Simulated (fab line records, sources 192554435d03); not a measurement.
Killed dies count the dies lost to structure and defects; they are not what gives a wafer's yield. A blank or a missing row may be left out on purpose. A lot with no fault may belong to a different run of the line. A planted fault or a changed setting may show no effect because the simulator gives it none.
fab line records	flow n5Finfet
record lots=6	wafers=16	lastDay=17
route steps=1938 shown FIN_SAQP@108 BEOL_M4@1111 PASSIVATION@1936
lots that met no fault: taken from a fault-free run of the same line
startH: the number of hours between the record's first day and the start of the first shown wafer of the lot	waitH: how many hours have passed since the lot's step before this one	" repeats the value in the row above	L1.1+2: one row covering several wafers at once	- either no value or no given start	* or withheld: withheld	< > ~ a bound
route shown NAME@n: NAME is a module with steps in the file, n the number in the route of the first one	usual: the fault-free wafers' mean and standard deviation	same: alike in all rows	chamber/n: place in a boat	sites: each site's reading	_std_site: standard deviation across them	_edge_site: the outer-site mean with the inner-site mean subtracted	radiusMm: how far each site lies from the wafer's centre	mask NAME#n: copy n	behind: the last tool/chamber to shape the wafer	hold: cause of the lot's hold/its duration in hours/its outcome	device: which transistor (n, p or np) failed to switch	end of line: tests run on the same wafers once the route is complete	for a step that has no rows: nothing shown but its recipe	killed: not the wafer's yield, but the dies lost to structure and defects at the first sort	map: per-die view of a wafer (x killed, . not killed, _ where there is no die)
set.NAME: the setting the step ran with; set.NAME@STEP: the setting that earlier step ran with	model.NAME: the simulator's own value behind a step, which no gauge read
lots at selected steps of the route; one table per step, one row per wafer
services: a tool's chamber out of use, with start hour (startH, from the record's first day; less than 0 if before it), hours out, and reason
## steps
# step N5_FIN_SAQP_EXPOSE_13
# recipe maskId=FIN_CORE	na=1.35	sourceShape=dipole	sigmaInner=0.538	sigmaOuter=0.738	polarization=te	targetCdNm=35.6	doseMj=63.25
# step N5_FIN_SAQP_PEB_14
# recipe pebTempC=withheld	pebTimeS=60	resist=CAR-ArF
# step N5_FIN_SAQP_DEVELOP_15
# recipe developTimeS=30	developer=TMAH	resist=CAR-ArF	devTempC=23	rinseLiquid=diw	dry=airSpin
# step N5_FIN_SAQP_CD_MEAS_16
# recipe targetCdNm=35.6	landingEnergyEv=500	detector=seInlens
# usual cdNm=35.5/0.35
lot.wafer	tool	chamber	startH	waitH	cdNm
L387.2	cdSem-03	0	41.10	-	35.9
L387.4	"	0	"	"	35.8
L387.6	"	0	"	"	36.2
L388.1	cdSem-02	0	47.15	-	35.2
L388.6	"	0	"	"	35.1
L390.2	cdSem-03	0	58.34	-	35.4
L390.5	"	0	"	"	35.9
L398.1	cdSem-03	0	106.15	-	35.6
L398.4	"	0	"	"	35.5
L398.6	"	0	"	"	35.7
L402.1	cdSem-01	0	129.47	-	35.4
L402.3	"	0	"	"	35.2
L402.4	"	0	"	"	36.2
L403.1	cdSem-03	0	136.54	-	35.3
L403.2	"	0	"	"	35.7
L403.6	"	0	"	"	35.2
# step N5_FIN_SAQP_OVL_MEAS_17
# recipe pointsPerWafer=44
# usual FIN_CORE_OVL=-0.4/0.71
lot.wafer	tool	chamber	startH	waitH	FIN_CORE_OVL[nm]
L387.2	overlay-01	0	41.14	0.0	-0.2
L387.4	"	0	"	"	-0.6
L387.6	"	0	"	"	-0.7
L388.1	overlay-02	0	47.19	0.0	-1.1
L388.6	"	0	"	"	-1.6
L390.2	overlay-01	0	58.38	0.0	-0.3
L390.5	"	0	"	"	0.7
L398.1	overlay-02	0	106.19	0.0	-1.4
L398.4	"	0	"	"	0.3
L398.6	"	0	"	"	0.1
L402.1	overlay-02	0	129.51	0.0	-1.5
L402.3	"	0	"	"	-0.8
L402.4	"	0	"	"	-1.5
L403.1	overlay-01	0	136.58	0.0	-1.0
L403.2	"	0	"	"	0.4
L403.6	"	0	"	"	-0.3
# step N5_FIN_SAQP_INSPECT_18
# recipe mode=adi	inspectInstrument=brightfield
# usual rawDefectCount=434/110
lot.wafer	tool	chamber	startH	waitH	rawDefectCount
L387.2	defectInspect-02	-	41.16	0.0	493
L387.4	"	-	"	"	650
L387.6	"	-	"	"	530
L388.1	defectInspect-02	-	47.21	0.0	512
L388.6	"	-	"	"	374
L390.2	defectInspect-01	-	58.40	0.0	345
L390.5	"	-	"	"	649
L398.1	defectInspect-02	-	106.21	0.0	551
L398.4	"	-	"	"	429
L398.6	"	-	"	"	415
L402.1	defectInspect-02	-	129.54	0.0	698
L402.3	"	-	"	"	625
L402.4	"	-	"	"	593
L403.1	defectInspect-01	-	136.60	0.0	638
L403.2	"	-	"	"	610
L403.6	"	-	"	"	578
# step N5_FIN_SAQP_DESCUM_21
# recipe chemistry=O2	timeS=7.9	sourcePowerW=50	biasPowerW=20	pressureMtorr=20	rfFrequencyHz=2.712e+07	tempC=40	resist=CAR-ArF	o2FlowSccm=225
# usual drypumpMotorCurrentA=5.7/0.33	oesProductAu=0.78/0.091	rfVppV=243.2/1.4	showerheadPlenumPTorr=2.09/0.083	throttleValvePct=20.46/0.23
lot.wafer	tool	chamber	startH	waitH	drypumpMotorCurrentA	oesProductAu	rfHoursCounterH	rfVppV	showerheadPlenumPTorr	throttleValvePct
L387.2	rieDiel-03	1	41.20	0.0	5.4	0.75	168	241.1	1.99	20.51
L387.4	"	0	"	"	5.6	0.75	145	244.6	2.18	20.75
L387.6	"	3	"	"	5.6	0.92	-	242.6	2.14	20.22
L388.1	rieDiel-05	3	47.24	0.0	5.3	0.68	230	244.2	2.04	20.92
L388.6	"	2	"	"	5.8	0.68	-	242.3	2.05	20.97
L390.2	rieDiel-03	2	58.43	0.0	5.7	0.78	132	242.7	2.01	20.32
L390.5	"	3	"	"	5.6	0.91	-	243.9	2.13	20.23
L398.1	rieDiel-05	1	106.69	0.5	5.9	0.94	26	242.9	2.16	20.22
L398.4	"	0	"	"	5.8	0.75	163	243.6	2.06	20.18
L398.6	"	1	"	"	5.8	0.93	-	243.9	2.16	20.23
L402.1	rieDiel-01	3	129.61	0.1	5.1	0.65	241	241.4	1.97	20.58
L402.3	"	1	"	"	5.9	0.82	83	245.5	2.23	20.40
L402.4	"	2	"	"	6.2	0.70	247	245.7	2.13	20.48
L403.1	rieDiel-01	1	136.95	0.3	5.9	0.82	86	244.2	2.23	20.41
L403.2	"	0	"	"	6.2	0.81	101	244.2	2.09	20.35
L403.6	"	3	"	"	5.2	0.65	-	240.9	1.97	20.59
# step N5_FIN_SAQP_ETCH_51
# recipe chemistry=CF4	target=SiARC	targetDepthA=455	maskMaterial=CAR-ArF	timeS=75.8	ionEnergyEv=80	pressureMtorr=40	sourceW=545	biasW=36	Ar_flow_sccm=100	cf4FlowSccm=100	ends=cleared
# usual drypumpMotorCurrentA=5.7/0.33	etchRfOnTimeS=74.4/2.1	oesProductAu=0.67/0.076	rfVppV=184.1/1.2	showerheadPlenumPTorr=2.14/0.073	throttleValvePct=15.70/0.28
lot.wafer	tool	chamber	startH	waitH	drypumpMotorCurrentA	etchRfOnTimeS	oesProductAu	rfHoursCounterH	rfVppV	showerheadPlenumPTorr	throttleValvePct
L387.2	rieDiel-03	1	41.23	0.0	5.4	72.4	0.65	168	183.0	2.06	15.82
L387.4	"	0	"	"	5.5	72.1	0.65	145	187.0	2.22	15.92
L387.6	"	3	"	"	5.6	71.3	0.80	-	185.6	2.19	15.37
L388.1	rieDiel-05	3	47.28	0.0	5.3	73.4	0.60	230	183.2	2.11	16.22
L388.6	"	2	"	"	5.8	74.4	0.60	-	183.1	2.12	16.29
L390.2	rieDiel-03	2	58.47	0.0	5.7	74.0	0.67	132	182.7	2.07	15.57
L390.5	"	3	"	"	5.6	71.7	0.79	-	184.5	2.19	15.39
L398.1	rieDiel-05	1	106.73	0.0	5.8	73.6	0.79	26	185.9	2.21	15.37
L398.4	"	0	"	"	5.8	75.6	0.65	163	184.0	2.11	15.51
L398.6	"	1	"	"	5.8	73.0	0.78	-	185.5	2.21	15.38
L402.1	rieDiel-01	3	129.64	0.0	5.1	74.8	0.57	241	182.9	2.02	15.77
L402.3	"	1	"	"	5.9	77.1	0.70	83	186.9	2.23	15.32
L402.4	"	2	"	"	6.2	78.4	0.58	247	184.1	2.20	15.94
L403.1	rieDiel-01	1	136.99	0.0	5.9	76.0	0.70	86	185.4	2.23	15.36
L403.2	"	0	"	"	6.2	72.2	0.72	101	183.3	2.18	15.76
L403.6	"	3	"	"	5.1	75.3	0.57	-	182.2	2.02	15.79
# step N5_FIN_SAQP_ETCH_52
# recipe chemistry=N2/H2	target=SOC	targetDepthA=1000	overetchA=200	maskMaterial=SiARC	tempC=40	timeS=150	ionEnergyEv=200	pressureMtorr=30	sourceW=840	biasW=150	n2FlowSccm=200	h2FlowSccm=200	ends=endPoint
# usual drypumpMotorCurrentA=5.7/0.33	oesProductAu=0.69/0.073	rfVppV=523.9/2.7	showerheadPlenumPTorr=2.53/0.091	throttleValvePct=17.8/0.32
lot.wafer	tool	chamber	startH	waitH	drypumpMotorCurrentA	oesProductAu	rfHoursCounterH	rfVppV	showerheadPlenumPTorr	throttleValvePct
L387.2	rieDiel-03	1	41.29	0.0	5.4	0.66	168	520.2	2.40	17.8
L387.4	"	0	"	"	5.5	0.66	145	527.7	2.64	18.1
L387.6	"	3	"	"	5.7	0.81	-	526.2	2.60	17.6
L388.1	rieDiel-05	3	47.34	0.0	5.3	0.62	230	521.7	2.49	18.4
L388.6	"	2	"	"	5.8	0.62	-	524.0	2.53	18.7
L390.2	rieDiel-03	2	58.53	0.0	5.7	0.69	133	522.2	2.45	17.8
L390.5	"	3	"	"	5.6	0.80	-	525.9	2.59	17.6
L398.1	rieDiel-05	1	106.78	0.0	5.8	0.81	26	524.3	2.58	17.3
L398.4	"	0	"	"	5.8	0.68	163	522.8	2.53	17.8
L398.6	"	1	"	"	5.9	0.80	-	523.9	2.58	17.3
L402.1	rieDiel-01	3	129.70	0.0	5.1	0.60	241	519.2	2.39	18.0
L402.3	"	1	"	"	5.9	0.73	83	526.7	2.67	17.6
L402.4	"	2	"	"	6.2	0.63	247	526.5	2.59	18.0
L403.1	rieDiel-01	1	137.04	0.0	5.9	0.73	86	526.9	2.67	17.6
L403.2	"	0	"	"	6.2	0.74	101	524.9	2.55	17.8
L403.6	"	3	"	"	5.1	0.59	-	519.7	2.39	18.0
# step N5_FIN_SAQP_STRIP_53
# recipe chemistry=N2/H2	tempC=40	n2FlowSccm=200	h2FlowSccm=200	rfFrequencyHz=6e+07
# step N5_FIN_SAQP_HM_OPEN_73
# recipe chemistry=CHF3/O2	target=SiO2	stopOn=a-Si	targetDepthA=120	overEtchFrac=1.8	maskMaterial=SOC	timeS=16.8	pressureMtorr=30	sourceW=650	biasW=170	Ar_flow_sccm=200	CHF3_flow_sccm=50	O2_flow_sccm=5	ionEnergyEv=200	ends=endPoint
# usual drypumpMotorCurrentA=5.7/0.33	oesProductAu=0.47/0.049	rfVppV=520/11	showerheadPlenumPTorr=2.41/0.087	throttleValvePct=18.92/0.25
# same overEtchFrac=1.8
lot.wafer	tool	chamber	startH	waitH	drypumpMotorCurrentA	oesProductAu	rfHoursCounterH	rfVppV	showerheadPlenumPTorr	throttleValvePct
L387.2	rieDiel-03	1	41.39	0.0	5.4	0.44	168	528	2.32	19.07
L387.4	"	0	"	"	5.5	0.44	145	535	2.49	19.10
L387.6	"	3	"	"	5.6	0.54	-	514	2.47	18.66
L388.1	rieDiel-05	3	47.44	0.0	5.3	0.42	230	522	2.36	19.35
L388.6	"	2	"	"	5.8	0.41	-	524	2.37	19.39
L390.2	rieDiel-03	2	58.63	0.0	5.7	0.46	133	508	2.33	18.77
L390.5	"	3	"	"	5.6	0.54	-	514	2.47	18.69
L398.1	rieDiel-05	1	106.89	0.0	5.8	0.54	27	519	2.48	18.55
L398.4	"	0	"	"	5.8	0.46	163	521	2.38	18.66
L398.6	"	1	"	"	5.9	0.54	-	518	2.48	18.56
L402.1	rieDiel-01	3	129.81	0.0	5.1	0.39	241	510	2.27	18.98
L402.3	"	1	"	"	5.9	0.48	83	536	2.54	18.69
L402.4	"	2	"	"	6.2	0.42	248	500	2.50	19.23
L403.1	rieDiel-01	1	137.15	0.0	5.9	0.50	86	536	2.54	18.69
L403.2	"	0	"	"	6.2	0.48	101	520	2.44	18.95
L403.6	"	3	"	"	5.1	0.40	-	510	2.27	18.98
# step N5_FIN_SAQP_STRIP_74
# recipe chemistry=CHF3/O2	resist=SiARC	rfFrequencyHz=6e+07
# step N5_FIN_SAQP_MANDREL_ETCH_22
# recipe targetDepthA=600	chemistry=HBr/Cl2	target=a-Si	stopOn=SiNx	btTimeS=10	overEtchFrac=0.5	timeS=30	pressureMtorr=10	icpW=800	biasW=75	HBr_flow_sccm=150	Cl2_flow_sccm=80	ends=endPoint
# usual drypumpMotorCurrentA=5.9/0.44	oesProductAu=0.771/0.013	throttleValvePct=35.2/0.3
# same overEtchFrac=0.5
lot.wafer	tool	chamber	startH	waitH	drypumpMotorCurrentA	oesProductAu	rfHoursCounterH	throttleValvePct	model.SOC_of_FIN_SAQP_COAT_49.thkNm
L387.2	rieSi-02	2	41.48	0.0	5.9	0.767	54	35.5	75.93
L387.4	"	3	"	"	5.4	0.769	44	34.8	75.51
L387.6	"	1	"	"	6.0	0.762	-	35.3	75.23
L388.1	rieSi-03	0	47.53	0.0	5.6	0.756	195	35.0	75.36
L388.6	"	3	"	"	6.6	0.761	-	34.6	79.97
L390.2	rieSi-03	3	58.72	0.0	6.6	0.766	111	34.7	76.48
L390.5	"	3	"	"	6.5	0.765	-	34.6	80.58
L398.1	rieSi-02	1	106.98	0.0	6.0	0.755	22	35.3	75.58
L398.4	"	0	"	"	5.9	0.774	16	34.9	76.06
L398.6	"	0	"	"	5.9	0.789	-	34.8	75.73
L402.1	rieSi-03	1	129.89	0.0	5.8	0.743	55	35.6	75.91
L402.3	"	0	"	"	5.6	0.779	196	35.0	75.83
L402.4	"	3	"	"	6.6	0.772	112	34.6	75.66
L403.1	rieSi-05	3	137.23	0.0	5.0	0.764	75	35.1	75
L403.2	"	0	"	"	5.5	0.769	170	35.2	75.16
L403.6	"	2	"	"	6.1	0.786	-	35.5	77.11
# step N5_FIN_SAQP_STRIP_55
# recipe chemistry=N2/H2	powerW=500	tempC=40	pressureMtorr=50	rfFrequencyHz=6e+07	overashFraction=0.3	biasPowerW=28	h2Frac=0.5	n2FlowSccm=300	h2FlowSccm=300
# usual drypumpMotorCurrentA=5.7/0.32	oesProductAu=0.78/0.089	rfVppV=121.5/1.5	showerheadPlenumPTorr=3.35/0.11	throttleValvePct=18.9/0.44
lot.wafer	tool	chamber	startH	waitH	drypumpMotorCurrentA	oesProductAu	rfHoursCounterH	rfVppV	showerheadPlenumPTorr	throttleValvePct
L387.2	rieDiel-01	1	41.64	0.1	5.9	0.84	57	121.4	3.53	18.4
L387.4	"	0	"	"	6.2	0.85	70	121.1	3.38	18.8
L387.6	"	2	"	"	6.2	0.70	-	120.6	3.44	19.0
L388.1	rieDiel-03	3	47.63	0.1	5.7	0.91	16	122.1	3.43	18.7
L388.6	"	2	"	"	5.7	0.80	-	121.9	3.25	19.3
L390.2	rieDiel-05	3	58.87	0.1	5.3	0.68	233	119.5	3.30	19.4
L390.5	"	3	"	"	5.3	0.67	-	120.9	3.30	19.4
L398.1	rieDiel-03	0	107.31	0.3	5.6	0.73	165	122.3	3.47	19.2
L398.4	"	1	"	"	5.4	0.72	186	118.2	3.16	18.7
L398.6	"	3	"	"	5.6	0.88	-	121.7	3.42	18.7
L402.1	rieDiel-05	2	130.09	0.2	5.9	0.94	11	121.8	3.33	19.7
L402.3	"	0	"	"	5.8	0.75	174	123.3	3.34	18.9
L402.4	"	2	"	"	5.9	0.95	-	123.2	3.33	19.7
L403.1	rieDiel-03	0	137.34	0.1	5.6	0.72	176	121.5	3.46	19.2
L403.2	"	2	"	"	5.7	0.76	158	121.1	3.23	19.3
L403.6	"	2	"	"	5.7	0.76	-	122.2	3.23	19.3
# step N5_BEOL_M4_RC_MEAS_101
# usual DIBL_N=35.4/2.1	DIBL_P=34.8/2.6	IOFF_N=0.15/0.037	IOFF_P=0.19/0.037	ION_N=677/16	ION_P=462/9.3	SS_N=71.4/0.75	SS_P=72.9/0.77	VT_N=250/3.7	VT_P=-251/3.5
lot.wafer	tool	chamber	startH	waitH	DIBL_N[mV/V]	DIBL_P[mV/V]	IOFF_N[nA/um]	IOFF_P[nA/um]	ION_N[uA/um]	ION_P[uA/um]	SS_N[mV/dec]	SS_P[mV/dec]	VT_N[mV]	VT_P[mV]
L387.2	prober-02	0	198.60	0.3	38.4	39.8	0.20	0.25	699	473	72.0	73.6	247	-249
L387.4	"	0	"	"	33.5	34.8	0.13	0.17	679	465	70.9	72.8	254	-252
L387.6	"	0	"	"	31.5	30.8	0.09	0.12	658	453	69.6	71.7	254	-258
L388.1	prober-02	0	200.79	0.0	36.0	33.9	0.17	0.18	674	453	72.1	73.6	247	-253
L388.6	"	0	"	"	34.7	34.8	0.16	0.20	696	471	71.1	73.2	246	-249
L390.2	prober-01	0	203.11	0.7	37.2	36.0	0.16	0.18	678	457	71.7	73.2	248	-253
L390.5	"	0	"	"	33.3	31.7	0.11	0.13	660	448	70.5	72.2	255	-258
L398.1	prober-01	0	255.37	0.0	35.3	35.5	0.14	0.21	649	447	71.5	73.5	253	-249
L398.4	"	0	"	"	28.8	26.1	0.07	0.10	635	444	69.5	70.5	261	-259
L398.6	"	0	"	"	32.4	31.9	0.10	0.16	647	452	69.9	72.3	255	-253
L402.1	prober-01	0	283.59	0.0	34.0	34.2	0.12	0.17	682	463	71.2	73.4	255	-253
L402.3	"	0	"	"	36.5	36.7	0.16	0.20	683	460	70.8	73.9	249	-251
L402.4	"	0	"	"	32.3	32.6	0.11	0.16	661	461	70.5	72.2	256	-252
L403.1	prober-01	0	286.34	0.0	35.6	35.4	0.15	0.19	678	460	72.1	72.7	250	-251
L403.2	"	0	"	"	34.9	35.1	0.15	0.18	677	463	71.4	72.9	250	-250
L403.6	"	0	"	"	34.7	34.9	0.14	0.19	680	466	71.5	73.0	248	-251
# step N5_PASSIVATION_PROBE_49
# usual defectLimitedYield=90.5/1.7	killed_at_M0_to_M3=37/12	killed_at_M4_up=14/5.2	killedAtContacts=12/5.9	killedAtFrontEnd=45/14	killedAtOther=3.5/2.8	killedDies=112/21	killedOnRim=15/4.5	killedOpen=73/15	killedShort=36/8.9	sort_bin_5_function=5.6/1.2	sort_bin_6_memory=3.5/0.68	sort_bin_8_speed=0.01/0.1	sortNPass=1068/21	sortYieldPct=90.5/1.8
# same grossDies=1180	killedAtBackSide=0	sort_bin_4_leakage[%]=0
lot.wafer	tool	chamber	startH	waitH	defectLimitedYield[%]	killed_at_M0_to_M3	killed_at_M4_up	killedAtContacts	killedAtFrontEnd	killedAtOther	killedDies	killedOnRim	killedOpen	killedShort	sort_bin_5_function[%]	sort_bin_6_memory[%]	sort_bin_8_speed[%]	sortNPass	sortYieldPct[%]
L388.1	prober-01	-	322.12	0.0	91.1	22	8	10	58	7	105	20	53	41	5.8	3.1	0	1075	91.1
L388.6	prober-01	-	322.37	0.3	91.5	27	23	6	41	3	100	8	64	28	4.8	2.8	0	1080	91.5
L390.2	prober-02	-	324.32	0.1	92.5	33	15	11	29	0	88	14	58	29	4.0	3.1	0	1092	92.5
L390.5	prober-02	-	324.47	0.2	89.0	61	14	23	30	2	130	17	93	34	6.1	4.6	0	1050	89.0
L398.1	prober-02	-	367.71	0.0	87.9	48	18	6	68	3	143	20	94	48	6.9	4.8	0	1037	87.9
L398.4	prober-02	-	367.86	0.2	89.0	51	8	7	63	1	130	16	80	48	5.9	4.7	1.19	1036	87.8
L398.6	prober-02	-	367.96	0.3	90.2	38	10	5	61	2	116	11	73	43	6.0	3.5	0	1064	90.2
L402.1	prober-01	-	391.45	0.0	88.1	47	12	12	65	5	141	17	93	45	7.2	4.5	0	1039	88.1
L402.3	prober-01	-	391.55	0.1	89.3	45	13	15	51	2	126	15	92	30	6.4	4.2	0	1054	89.3
L402.4	prober-01	-	391.60	0.2	87.9	52	13	10	60	8	143	22	102	38	7.0	4.7	0	1037	87.9
L403.1	prober-02	-	396.43	0.0	88.7	68	13	13	35	4	133	16	76	55	6.4	4.4	0	1047	88.7
L403.2	prober-02	-	396.48	0.1	91.4	44	17	12	25	4	102	9	79	19	5.4	3.1	0	1078	91.4
L403.6	prober-02	-	396.68	0.3	89.7	39	15	6	54	7	121	11	75	43	6.0	3.7	0	1059	89.7
# killed by level:class
L388.1 FIN_SAQP:geometricParticle:short=13 FIN_SAQP:geometricParticle:open=12 MOL_CONTACT_COAG:geometricParticle:open=8 FIN_CUT:areaEtch=8 BEOL_M0_SAQP:geometricParticle:short=5 BEOL_M0_SAQP:geometricParticle:open=5 BEOL_M3:geometricParticle:short=5 BEOL_M4:geometricParticle:open=5
L388.6 BEOL_M4:geometricParticle:open=11 BEOL_M2:geometricParticle:open=9 FIN_SAQP:geometricParticle:short=7 FIN_SAQP:geometricParticle:open=7 BEOL_M0_SAQP:geometricParticle:open=6 BEOL_M1:geometricParticle:open=6 STI_FIN_REVEAL:geometricParticle:open=5 MOL_CONTACT_COAG:geometricParticle:open=5
L390.2 BEOL_M0_SAQP:geometricParticle:open=13 MOL_CONTACT_COAG:geometricParticle:open=9 BEOL_M0_SAQP:geometricParticle:short=7 ILD0:geometricParticle:open=6 GATE_CUT:geometricParticle:short=6 FIN_SAQP:geometricParticle:short=5 BEOL_M4:geometricParticle:open=5 BEOL_M1:geometricParticle:open=4
L390.5 BEOL_M0_SAQP:geometricParticle:open=22 MOL_CONTACT_COAG:geometricParticle:open=21 BEOL_M0_SAQP:geometricParticle:short=13 DUMMY_GATE:geometricParticle:open=9 BEOL_M3:geometricParticle:open=8 BEOL_M2:geometricParticle:open=7 BEOL_M4:geometricParticle:open=7 FIN_SAQP:geometricParticle:short=4
L398.1 STI_FIN_REVEAL:geometricParticle:open=24 BEOL_M0_SAQP:geometricParticle:short=15 FIN_SAQP:geometricParticle:open=14 BEOL_M1:geometricParticle:open=13 GATE_CUT:geometricParticle:short=7 BEOL_M0_SAQP:geometricParticle:open=7 BEOL_M4:geometricParticle:open=7 DUMMY_GATE:geometricParticle:open=6
L398.4 STI_FIN_REVEAL:geometricParticle:open=19 FIN_SAQP:geometricParticle:open=13 BEOL_M0_SAQP:geometricParticle:short=13 BEOL_M2:geometricParticle:open=12 BEOL_M0_SAQP:geometricParticle:open=10 GATE_CUT:geometricParticle:short=7 FIN_SAQP:geometricParticle:short=6 BEOL_M1:geometricParticle:short=5
L398.6 STI_FIN_REVEAL:geometricParticle:open=17 FIN_SAQP:geometricParticle:short=11 FIN_SAQP:geometricParticle:open=9 BEOL_M3:geometricParticle:open=9 BEOL_M0_SAQP:geometricParticle:open=8 GATE_CUT:geometricParticle:short=7 GATE_CUT:geometricParticle:open=6 BEOL_M0_SAQP:geometricParticle:short=6
L402.1 STI_FIN_REVEAL:geometricParticle:open=28 STI_FIN_REVEAL:geometricParticle:short=11 MOL_CONTACT_COAG:geometricParticle:open=9 BEOL_M3:geometricParticle:open=9 BEOL_M2:geometricParticle:open=8 FIN_SAQP:geometricParticle:short=8 BEOL_M0_SAQP:geometricParticle:open=8 BEOL_M0_SAQP:geometricParticle:short=7
L402.3 STI_FIN_REVEAL:geometricParticle:open=22 MOL_CONTACT_COAG:geometricParticle:open=12 BEOL_M3:geometricParticle:open=11 BEOL_M0_SAQP:geometricParticle:open=10 BEOL_M0_SAQP:geometricParticle:short=9 DUMMY_GATE:geometricParticle:open=5 BEOL_M0:geometricParticle:open=5 BEOL_M2:geometricParticle:open=5
L402.4 STI_FIN_REVEAL:geometricParticle:open=23 FIN_SAQP:geometricParticle:open=11 BEOL_M3:geometricParticle:open=10 BEOL_M0_SAQP:geometricParticle:short=10 MOL_CONTACT_COAG:geometricParticle:open=9 BEOL_M0_SAQP:geometricParticle:open=9 BEOL_M2:geometricParticle:open=7 BEOL_M4:geometricParticle:open=7
L403.1 BEOL_M0_SAQP:geometricParticle:short=19 BEOL_M0_SAQP:geometricParticle:open=15 FIN_SAQP:geometricParticle:short=9 MOL_CONTACT_COAG:geometricParticle:open=8 BEOL_M0:geometricParticle:open=7 BEOL_M3:geometricParticle:open=7 STI_FIN_REVEAL:geometricParticle:open=6 BEOL_M1:geometricParticle:open=6
L403.2 BEOL_M3:geometricParticle:open=13 BEOL_M0_SAQP:geometricParticle:open=12 MOL_CONTACT_COAG:geometricParticle:open=10 BEOL_M4:geometricParticle:open=7 BEOL_M0_SAQP:geometricParticle:short=7 STI_FIN_REVEAL:geometricParticle:open=6 DUMMY_GATE:geometricParticle:open=6 BEOL_M1:geometricParticle:open=5
L403.6 STI_FIN_REVEAL:geometricParticle:open=14 BEOL_M0_SAQP:geometricParticle:short=13 FIN_SAQP:geometricParticle:open=11 FIN_SAQP:geometricParticle:short=8 MOL_CONTACT_COAG:geometricParticle:open=6 BEOL_M3:geometricParticle:open=6 BEOL_M1:geometricParticle:open=6 DUMMY_GATE:geometricParticle:open=5
## services
tool	chamber	startH	hours	kind
rieDiel-03	2	17.48	1.4	repair
rieSi-02	-	17.58	0.6	repair
rieDiel-03	-	33.78	0.2	repair
rieDiel-03	1	52.70	4.1	repair
rieDiel-03	2	60.98	1.8	repair
rieDiel-01	-	87.14	1.0	repair
rieDiel-05	2	88.44	-	clean
rieDiel-05	2	88.44	-	consumableReplace:focusRing
rieDiel-05	2	88.44	17.2	scheduledDown
rieDiel-05	2	88.44	17.2	ventCycle
rieDiel-05	3	109.75	-	clean
rieDiel-05	3	109.75	-	consumableReplace:focusRing
rieDiel-05	3	109.75	20.4	scheduledDown
rieDiel-05	3	109.75	20.4	ventCycle
rieDiel-01	2	134.57	-	clean
rieDiel-01	2	134.57	-	consumableReplace:esc
rieDiel-01	2	134.57	-	consumableReplace:focusRing
rieDiel-01	2	134.57	18.7	scheduledDown
rieDiel-01	2	134.57	18.7	ventCycle
## key
firstSign none at tools or gauges
modelEffect step=N5_FIN_SAQP_MANDREL_ETCH_22	value=SOC_of_FIN_SAQP_COAT_49.thkNm	without=76.21	struck=80.27
metAt N5_FIN_SAQP_MANDREL_ETCH_22
struckWafers L388.6,L390.5
fault kind=processParameterDrift	tool=rieSi-03	chamber=-	onsetH=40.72	steps=N5_FIN_SAQP_MANDREL_ETCH_22	channel=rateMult	offset=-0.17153	shape=step	endH=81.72	scope=struckWafersOnly
